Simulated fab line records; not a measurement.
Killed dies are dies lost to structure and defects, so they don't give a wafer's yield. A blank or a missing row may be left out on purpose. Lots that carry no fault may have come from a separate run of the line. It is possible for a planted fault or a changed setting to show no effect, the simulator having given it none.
Matching of chambers | flow n5Finfet | N5_ILD0_CMP_03 on cmp-04 has 4 sister chambers
The step polishes, stops on SiNx, t overpolish 1.9 s, target thk 197.38 nm. 16 wafers are shown with their chamber, then 8 later ones without.

WAFERS PAIRED WITH THEIR CHAMBERS
wafer  | chamber | motorCurrentA (A) | timeToEndpointS (s) | edgeZonePressureFrac
L664.2 | 3       | 13.7              | 71                  | 0.999
L664.3 | 2       | 13.3              | 67                  | 1.012
L664.5 | 0       | 10.4              | 70                  | 0.994
L666.2 | 0       | 10.1              | 69                  | 1.004
L666.4 | 1       | 12.4              | 72                  | 1.003
L666.5 | 1       | 12.7              | 68                  | 1.003
L668.1 | 2       | 12.5              | 65                  | 1.004
L668.2 | 0       | 10.7              | 62                  | 1.000
L668.6 | 2       | 13.1              | 69                  | 1.004
L669.1 | 0       | 10.4              | 64                  | 0.997
L669.2 | 2       | 13.4              | 62                  | 0.998
L669.5 | 3       | 13.1              | 69                  | 0.996
L672.2 | 1       | 12.1              | 69                  | 1.001
L672.3 | 0       | 10.7              | 73                  | 1.005
L672.6 | 3       | 13.1              | 71                  | 1.002
L682.2 | 3       | 13.3              | 71                  | 0.996

SIGNATURES, as means of the wafers listed above
reading              | chamber 0 | chamber 1 | chamber 2 | chamber 3 | scatter within a chamber
motorCurrentA        | 10.460    | 12.400    | 13.075    | 13.300    | 0.311
timeToEndpointS      | 67.60     | 69.67     | 65.75     | 70.50     | 3.16
edgeZonePressureFrac | 1.00000   | 1.00233   | 1.00450   | 0.99825   | 0.00421
Rule: for each reading, subtract the chamber's mean from the wafer's reading, divide by that reading's scatter and square the result; add these up over the readings and take the root, which gives the wafer's distance from the chamber. If the next closest chamber is less than 2 further off than the closest, the wafer can't be placed; otherwise it belongs to the closest. How the scatter is found: for the shown wafers, subtract from each reading the mean of its chamber, square and add these, divide the total by (wafers less chambers), then take the root.

WAFERS WITHOUT THEIR CHAMBER
wafer  | motorCurrentA (A) | timeToEndpointS (s) | edgeZonePressureFrac
L682.4 | 10.6              | 72                  | 1.000
L682.6 | 10.5              | 72                  | 1.000
L685.1 | 10.9              | 69                  | 1.005
L685.2 | 11.7              | 72                  | 1.000
L685.6 | 13.5              | 73                  | 1.002
L686.2 | 12.8              | 72                  | 0.994
L686.3 | 12.0              | 76                  | 1.001
L686.5 | 13.5              | 78                  | 0.999

WHICH CHAMBER EACH ONE RAN IN
wafer  | from the rows above          | in truth
L682.4 | 0                            | 0
L682.6 | 0                            | 0
L685.1 | 0                            | 0
L685.2 | can't be placed: 1 or 0      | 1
L685.6 | can't be placed: 3 or 2      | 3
L686.2 | can't be placed: 3 or 1 or 2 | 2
L686.3 | 1                            | 1
L686.5 | can't be placed: 3 or 2      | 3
Placed correctly: 4 of 8. Unplaceable from these rows: 4, with the true chamber sitting among the candidates in 4. Placed wrongly: 0.
